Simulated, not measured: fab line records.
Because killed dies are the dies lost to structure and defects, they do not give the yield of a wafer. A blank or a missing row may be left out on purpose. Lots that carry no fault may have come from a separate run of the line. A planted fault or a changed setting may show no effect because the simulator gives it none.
Which tool was responsible? / flow n5 finfet / 12 lots with 36 wafers sampled at 4 steps, on a route of 1938 steps

WHAT THE GAUGES SHOWED, per wafer
N5_MOL_CONTACT_COAG_CD_MEAS_137: the cd target is 16 nm. Usual: cd nm 16.0 nm, standard deviation 0.35.
lot=L112; measured=day 5 06:15; on=cd sem-03; cd nm (nm)=16.0 15.6 16.0; flag=
lot=L113; measured=day 5 07:50; on=cd sem-01; cd nm (nm)=16.3 16.4 16.1; flag=
lot=L114; measured=day 5 15:13; on=cd sem-03; cd nm (nm)=15.8 16.3 15.5; flag=
lot=L115; measured=day 5 23:29; on=cd sem-01; cd nm (nm)=16.1 15.8 15.6; flag=
lot=L116; measured=day 6 00:05; on=cd sem-01; cd nm (nm)=15.4 15.8 15.6; flag=
lot=L117; measured=day 6 05:20; on=cd sem-01; cd nm (nm)=16.5 16.2 16.5; flag=
lot=L120; measured=day 7 01:31; on=cd sem-02; cd nm (nm)=15.9 16.0 16.5; flag=
lot=L121; measured=day 7 05:38; on=cd sem-01; cd nm (nm)=16.2 15.8 15.9; flag=
lot=L122; measured=day 7 19:01; on=cd sem-02; cd nm (nm)=16.8 16.2 16.5; flag=
lot=L123; measured=day 7 19:16; on=cd sem-01; cd nm (nm)=16.0 16.0 15.7; flag=
lot=L134; measured=day 10 13:10; on=cd sem-01; cd nm (nm)=15.5 15.8 15.5; flag=
lot=L135; measured=day 10 19:30; on=cd sem-01; cd nm (nm)=16.4 16.7 15.8; flag=

N5_MOL_CONTACT_COAG_CD_MEAS_40: the cd target is 25.1 nm. Usual: cd nm 25.08 nm, standard deviation 0.22.
lot=L112; measured=day 5 06:36; on=cd sem-01; cd nm (nm)=25.23 25.04 24.85; flag=
lot=L113; measured=day 5 08:09; on=cd sem-03; cd nm (nm)=24.75 24.97 25.07; flag=
lot=L114; measured=day 5 15:39; on=cd sem-03; cd nm (nm)=25.34 24.87 24.70; flag=
lot=L115; measured=day 5 23:56; on=cd sem-01; cd nm (nm)=24.88 24.89 24.79; flag=
lot=L116; measured=day 6 00:26; on=cd sem-03; cd nm (nm)=25.03 24.86 25.06; flag=
lot=L117; measured=day 6 05:47; on=cd sem-01; cd nm (nm)=25.54 25.30 25.49; flag=
lot=L120; measured=day 7 01:58; on=cd sem-02; cd nm (nm)=25.29 25.11 25.09; flag=
lot=L121; measured=day 7 06:04; on=cd sem-01; cd nm (nm)=24.66 25.03 25.24; flag=
lot=L122; measured=day 7 19:19; on=cd sem-02; cd nm (nm)=24.84 25.43 25.35; flag=
lot=L123; measured=day 7 19:43; on=cd sem-03; cd nm (nm)=24.83 24.77 25.13; flag=
lot=L134; measured=day 10 13:29; on=cd sem-03; cd nm (nm)=24.84 24.54 25.11; flag=
lot=L135; measured=day 10 19:49; on=cd sem-02; cd nm (nm)=25.14 24.87 25.58; flag=

N5_MOL_CONTACT_COAG_INSPECT_97: inspects for defects (darkfield). Usual: raw defect count 43, standard deviation 17.
lot=L112; measured=day 5 12:55; on=defect inspect-02; raw defect count=19 16 33; flag=
lot=L113; measured=day 5 12:55; on=defect inspect-01; raw defect count=37 43 34; flag=
lot=L114; measured=day 5 20:37; on=defect inspect-02; raw defect count=26 26 27; flag=
lot=L115; measured=day 6 04:41; on=defect inspect-02; raw defect count=52 27 47; flag=
lot=L116; measured=day 6 07:42; on=defect inspect-02; raw defect count=37 77 69; flag=
lot=L117; measured=day 6 10:41; on=defect inspect-01; raw defect count=62 44 45; flag=
lot=L120; measured=day 7 08:56; on=defect inspect-01; raw defect count=59 110 96; flag=
lot=L121; measured=day 7 11:55; on=defect inspect-01; raw defect count=74 46 43; flag=
lot=L122; measured=day 8 00:06; on=defect inspect-02; raw defect count=33 33 33; flag=
lot=L123; measured=day 8 03:06; on=defect inspect-01; raw defect count=44 20 28; flag=
lot=L134; measured=day 10 18:15; on=defect inspect-02; raw defect count=32 39 49; flag=
lot=L135; measured=day 11 01:01; on=defect inspect-02; raw defect count=71 38 40; flag=

WHICH TOOL RAN EACH LOT (tool, then ch and the chambers of the sampled wafers, then the start)
lot=L112; N5_MOL_CONTACT_COAG_ANNEAL_112=hp anneal-01 ch 0, day 5 09:53
lot=L113; N5_MOL_CONTACT_COAG_ANNEAL_112=hp anneal-01 ch 0, day 5 09:53
lot=L114; N5_MOL_CONTACT_COAG_ANNEAL_112=hp anneal-01 ch 0, day 5 17:35
lot=L115; N5_MOL_CONTACT_COAG_ANNEAL_112=hp anneal-01 ch 0, day 6 01:39
lot=L116; N5_MOL_CONTACT_COAG_ANNEAL_112=hp anneal-01 ch 0, day 6 04:39
lot=L117; N5_MOL_CONTACT_COAG_ANNEAL_112=hp anneal-01 ch 0, day 6 07:39
lot=L120; N5_MOL_CONTACT_COAG_ANNEAL_112=hp anneal-01 ch 0, day 7 05:53
lot=L121; N5_MOL_CONTACT_COAG_ANNEAL_112=hp anneal-01 ch 0, day 7 08:53
lot=L122; N5_MOL_CONTACT_COAG_ANNEAL_112=hp anneal-01 ch 0, day 7 21:04
lot=L123; N5_MOL_CONTACT_COAG_ANNEAL_112=hp anneal-01 ch 0, day 8 00:04
lot=L134; N5_MOL_CONTACT_COAG_ANNEAL_112=hp anneal-01 ch 0, day 10 15:13
lot=L135; N5_MOL_CONTACT_COAG_ANNEAL_112=hp anneal-01 ch 0, day 10 21:59
- N5_MOL_CONTACT_COAG_ANNEAL_112: time 1800 s.

AS READ BY THE TOOLS THEMSELVES (means over the sampled wafers that have a number; for cases with no such wafer, the mark the record gives instead)
N5_MOL_CONTACT_COAG_ANNEAL_112. Usual: spike tc bottom C 425.4 C, standard deviation 1.1; spike tc centre C 401.2 C, standard deviation 0.93; spike tc lower C 398.4 C, standard deviation 1; spike tc top C 428.5 C, standard deviation 1; spike tc upper C 401.8 C, standard deviation 0.99; wafer_temp_C_max 402.3, standard deviation 0.48; zone power bottom pct 13.77 %, standard deviation 0.13; zone power centre pct 8.17 %, standard deviation 0.08; zone power lower pct 10.54 %, standard deviation 0.097; zone power top pct 20.06 %, standard deviation 0.19; zone power upper pct 8.93 %, standard deviation 0.079.
lot=L112; tool=hp anneal-01; spike tc bottom C (C)=426.0; spike tc centre C (C)=401.3; spike tc lower C (C)=398.9; spike tc top C (C)=428.9; spike tc upper C (C)=401.9; wafer_temp_C_max=402.6; zone power bottom pct (%)=13.61; zone power centre pct (%)=8.21; zone power lower pct (%)=10.53; zone power top pct (%)=19.96; zone power upper pct (%)=8.88; flag=
lot=L113; tool=hp anneal-01; spike tc bottom C (C)=425.8; spike tc centre C (C)=400.9; spike tc lower C (C)=398.8; spike tc top C (C)=429.5; spike tc upper C (C)=401.4; wafer_temp_C_max=402.1; zone power bottom pct (%)=13.65; zone power centre pct (%)=8.25; zone power lower pct (%)=10.58; zone power top pct (%)=19.90; zone power upper pct (%)=8.98; flag=
lot=L114; tool=hp anneal-01; spike tc bottom C (C)=425.0; spike tc centre C (C)=401.5; spike tc lower C (C)=396.8; spike tc top C (C)=429.2; spike tc upper C (C)=401.9; wafer_temp_C_max=402.5; zone power bottom pct (%)=13.82; zone power centre pct (%)=8.17; zone power lower pct (%)=10.47; zone power top pct (%)=19.94; zone power upper pct (%)=8.99; flag=
lot=L115; tool=hp anneal-01; spike tc bottom C (C)=425.5; spike tc centre C (C)=402.0; spike tc lower C (C)=397.8; spike tc top C (C)=428.0; spike tc upper C (C)=402.0; wafer_temp_C_max=402.4; zone power bottom pct (%)=13.84; zone power centre pct (%)=8.16; zone power lower pct (%)=10.44; zone power top pct (%)=19.92; zone power upper pct (%)=8.99; flag=
lot=L116; tool=hp anneal-01; spike tc bottom C (C)=424.9; spike tc centre C (C)=401.0; spike tc lower C (C)=397.8; spike tc top C (C)=428.1; spike tc upper C (C)=402.4; wafer_temp_C_max=402.5; zone power bottom pct (%)=13.78; zone power centre pct (%)=8.12; zone power lower pct (%)=10.69; zone power top pct (%)=19.74; zone power upper pct (%)=8.87; flag=
lot=L117; tool=hp anneal-01; spike tc bottom C (C)=424.6; spike tc centre C (C)=401.0; spike tc lower C (C)=397.3; spike tc top C (C)=427.4; spike tc upper C (C)=401.1; wafer_temp_C_max=402.1; zone power bottom pct (%)=13.58; zone power centre pct (%)=8.23; zone power lower pct (%)=10.59; zone power top pct (%)=20.08; zone power upper pct (%)=8.91; flag=
lot=L120; tool=hp anneal-01; spike tc bottom C (C)=426.4; spike tc centre C (C)=401.2; spike tc lower C (C)=398.2; spike tc top C (C)=427.9; spike tc upper C (C)=400.2; wafer_temp_C_max=401.7; zone power bottom pct (%)=13.80; zone power centre pct (%)=8.11; zone power lower pct (%)=10.55; zone power top pct (%)=20.13; zone power upper pct (%)=8.95; flag=
lot=L121; tool=hp anneal-01; spike tc bottom C (C)=425.2; spike tc centre C (C)=400.7; spike tc lower C (C)=398.5; spike tc top C (C)=428.6; spike tc upper C (C)=401.7; wafer_temp_C_max=402.7; zone power bottom pct (%)=13.73; zone power centre pct (%)=8.24; zone power lower pct (%)=10.59; zone power top pct (%)=20.07; zone power upper pct (%)=8.91; flag=
lot=L122; tool=hp anneal-01; spike tc bottom C (C)=403.2; spike tc centre C (C)=379.0; spike tc lower C (C)=377.0; spike tc top C (C)=408.2; spike tc upper C (C)=380.1; wafer_temp_C_max=379.8; zone power bottom pct (%)=12.72; zone power centre pct (%)=7.61; zone power lower pct (%)=9.75; zone power top pct (%)=18.67; zone power upper pct (%)=8.30; flag=OFF
lot=L123; tool=hp anneal-01; spike tc bottom C (C)=403.2; spike tc centre C (C)=378.4; spike tc lower C (C)=376.2; spike tc top C (C)=407.0; spike tc upper C (C)=379.9; wafer_temp_C_max=380.4; zone power bottom pct (%)=12.64; zone power centre pct (%)=7.59; zone power lower pct (%)=9.84; zone power top pct (%)=18.63; zone power upper pct (%)=8.26; flag=OFF
lot=L134; tool=hp anneal-01; spike tc bottom C (C)=425.8; spike tc centre C (C)=401.2; spike tc lower C (C)=397.5; spike tc top C (C)=429.2; spike tc upper C (C)=401.6; wafer_temp_C_max=402.4; zone power bottom pct (%)=13.81; zone power centre pct (%)=8.16; zone power lower pct (%)=10.61; zone power top pct (%)=20.12; zone power upper pct (%)=8.95; flag=
lot=L135; tool=hp anneal-01; spike tc bottom C (C)=424.8; spike tc centre C (C)=401.2; spike tc lower C (C)=398.2; spike tc top C (C)=429.4; spike tc upper C (C)=401.6; wafer_temp_C_max=402.5; zone power bottom pct (%)=13.76; zone power centre pct (%)=8.14; zone power lower pct (%)=10.50; zone power top pct (%)=20.24; zone power upper pct (%)=8.92; flag=

THE ANSWER, worked out from the rows above alone
Rule: lot off if the mean of its wafers having a number is beyond 3 standard deviations from the usual mean. A lot without any number at a reading at which 4 lots or more have one is off too. Where the step has rows for the other lots, those lots are counted as sound. The gauges are gone through in route order, then the tools' own readings, and for those a lot's mean is taken as printed above. The first step at which some lot is off is used, and at that step the reading that is off furthest; a lot without a number counts as furthest.
Off at N5_MOL_CONTACT_COAG_ANNEAL_112 (wafer_temp_C_max): L122, L123.
A tool fits if, at that step or a process step before it, it ran every lot that is off, and no sound lot after the first of them. None of those tried fits.

WHAT THE SIMULATOR HAD PUT IN
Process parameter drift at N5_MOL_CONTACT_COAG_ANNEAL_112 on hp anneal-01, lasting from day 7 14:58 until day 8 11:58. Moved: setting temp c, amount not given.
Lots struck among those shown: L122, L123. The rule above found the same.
